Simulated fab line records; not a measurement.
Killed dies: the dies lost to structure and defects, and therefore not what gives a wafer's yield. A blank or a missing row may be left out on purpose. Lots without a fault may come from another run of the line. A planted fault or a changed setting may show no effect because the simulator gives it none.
Lot-split experiment | flow n5_finfet | 39 wafers read from 7 lots, route of 1938 steps

ABOUT THE SPLIT
At N5_BEOL_M10_ILD_DEP_00 (deposits SiCOH lowk from DEMS/porogen, target thk 308.51 nm, time 58 s), the setting target_thk_a was moved away from the recipe's 3085.1 angstrom on 9 of the 39 wafers read, by +15.6% to +34.6%. For the rest of the wafers, this setting stayed at what the recipe calls for.

FROM THE SPLIT ON TO THE READING: in between, the file shows 1 step
- N5_BEOL_M10_CURE_71: cures SiCOH lowk, time 240 s

THE READING
M10_ILD_THK, in nm, at N5_BEOL_M10_THK_MEAS_01. Typical for fault-free wafers on this fab line: 267 nm, with standard deviation 3.7 nm.

wafer  | tool, chamber at the split | target_thk_a as run, angstrom | against the recipe | M10_ILD_THK, nm | against lot-mates on the recipe
L074.1 | pecvd-01, 2                | 3085.1                        | recipe             | 265             | -
L074.2 | pecvd-01, 1                | 3085.1                        | recipe             | 270             | -
L074.3 | pecvd-01, 0                | 3085.1                        | recipe             | 266             | -
L074.4 | pecvd-01, 2,0              | 3085.1                        | recipe             | 268             | -
L074.5 | pecvd-01, 1                | 3085.1                        | recipe             | 271             | -
L074.6 | pecvd-01, 2,0              | 3085.1                        | recipe             | 268             | -
L076.1 | pecvd-02, 2                | 3085.1                        | recipe             | 266             | -
L076.2 | pecvd-02, 0                | 3085.1                        | recipe             | 272             | -
L076.3 | pecvd-02, 1                | 3085.1                        | recipe             | 269             | -
L076.4 | pecvd-02, 0                | 3085.1                        | recipe             | 273             | -
L076.5 | pecvd-02, 1                | 3085.1                        | recipe             | 276             | -
L076.6 | pecvd-02, 2                | 3085.1                        | recipe             | 270             | -
L078.1 | pecvd-01, 2                | 3085.1                        | recipe             | 264             | -
L078.2 | pecvd-01, 1                | 3565                          | +15.6%             | 308             | +42
L078.3 | pecvd-01, 0                | 3085.1                        | recipe             | 263             | -
L078.4 | pecvd-01, 2                | 3565                          | +15.6%             | 307             | +41
L078.5 | pecvd-01, 0                | 3565                          | +15.6%             | 311             | +45
L078.6 | pecvd-01, 1                | 3085.1                        | recipe             | 271             | -
L081.3 | pecvd-01, 0                | 3085.1                        | recipe             | 263             | -
L081.4 | pecvd-01, 2                | 3085.1                        | recipe             | 264             | -
L081.6 | pecvd-01, 0                | 3085.1                        | recipe             | 269             | -
L085.1 | pecvd-02, 1                | 3085.1                        | recipe             | 267             | -
L085.2 | pecvd-02, 0                | 3085.1                        | recipe             | 267             | -
L085.3 | pecvd-02, 2                | 3085.1                        | recipe             | 262             | -
L085.4 | pecvd-02, 0                | 3085.1                        | recipe             | 270             | -
L085.5 | pecvd-02, 2                | 3085.1                        | recipe             | 269             | -
L085.6 | pecvd-02, 1                | 3085.1                        | recipe             | 269             | -
L087.1 | pecvd-03, 2                | 3085.1                        | recipe             | 263             | -
L087.2 | pecvd-03, 0                | 3085.1                        | recipe             | 259             | -
L087.3 | pecvd-03, 1                | 3085.1                        | recipe             | 265             | -
L087.4 | pecvd-03, 0                | 4082                          | +32.3%             | 352             | +90
L087.5 | pecvd-03, 2                | 4082                          | +32.3%             | 356             | +94
L087.6 | pecvd-03, 1                | 4082                          | +32.3%             | 357             | +95
L093.1 | pecvd-01, 2                | 3085.1                        | recipe             | 263             | -
L093.2 | pecvd-01, 0                | 4153                          | +34.6%             | 360             | +93
L093.3 | pecvd-01, 1                | 4153                          | +34.6%             | 358             | +91
L093.4 | pecvd-01, 1                | 4153                          | +34.6%             | 366             | +99
L093.5 | pecvd-01, 2                | 3085.1                        | recipe             | 268             | -
L093.6 | pecvd-01, 0                | 3085.1                        | recipe             | 271             | -
The file does not say which wafer passed through which chamber wherever a row lists several chambers: such a row stands for several wafers.

THE FIT
A straight line over all 39 wafers: M10_ILD_THK changes by +2.71 nm for each +1% of target_thk_a; r = +0.99; the points scatter about the line by 3.6 nm.
The same after taking each lot's own level away (the mean of its wafers on the recipe; 39 wafers): +2.78 nm for each +1%; r = +1.00; scatter 3 nm.
Per that fit: largest target_thk_a move, reading shift of 96 nm.
The span of the lots' own levels, 262.3 to 271.0 nm, comes to 2.3 times the standard deviation stated above.
So the lot-to-lot level changes the slope little: the two slopes agree.
Check: for one of the wafers moved furthest among these (+34.6%), held out of the fit, the line's prediction against its lot-mates is +97 nm. It came out at +92.7 nm against them.

THE OTHER SPLITS THESE WAFERS WENT THROUGH
These wafers also went through other splits before the reading. Each is held against what the fit with the lots' levels taken away leaves over:
other split on the same wafers | wafers away from the commonest value | r with M10_ILD_THK (lot level and that fit taken away)
N5_BEOL_M2_DESCUM_33 time_s    | 15                                   | -0.05
N5_BEOL_M6_ALD_77 ald_cycles   | 12                                   | +0.21
N5_BEOL_M8_DESCUM_16 time_s    | 18                                   | -0.20

THE WHOLE CHAIN: every reading that the file lists as answering this split, in the file's order
step                    | what it does                                                           | reading                                                                                   | change (the file's fit)              | r (the file's)
N5_BEOL_M10_ILD_DEP_00  | deposits SiCOH lowk from DEMS/porogen, target thk 308.51 nm, time 58 s | SiCOH_lowk_of_BEOL_M10_ILD_DEP_00.thk_nm (the simulator's own value, which no gauge read) | +3.13 nm for each +1% of the setting | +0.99
N5_BEOL_M10_CURE_71     | cures SiCOH lowk, time 240 s                                           | SiCOH_lowk_of_BEOL_M10_ILD_DEP_00.thk_nm (the simulator's own value, which no gauge read) | +2.78 nm for each +1% of the setting | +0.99
N5_BEOL_M10_THK_MEAS_01 |                                                                        | M10_ILD_THK                                                                               | +2.78 for each +1% of the setting    | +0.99

THE FILE'S OWN FIT
M10_ILD_THK changes by +2.78 nm for each +1% of target_thk_a, r = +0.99.
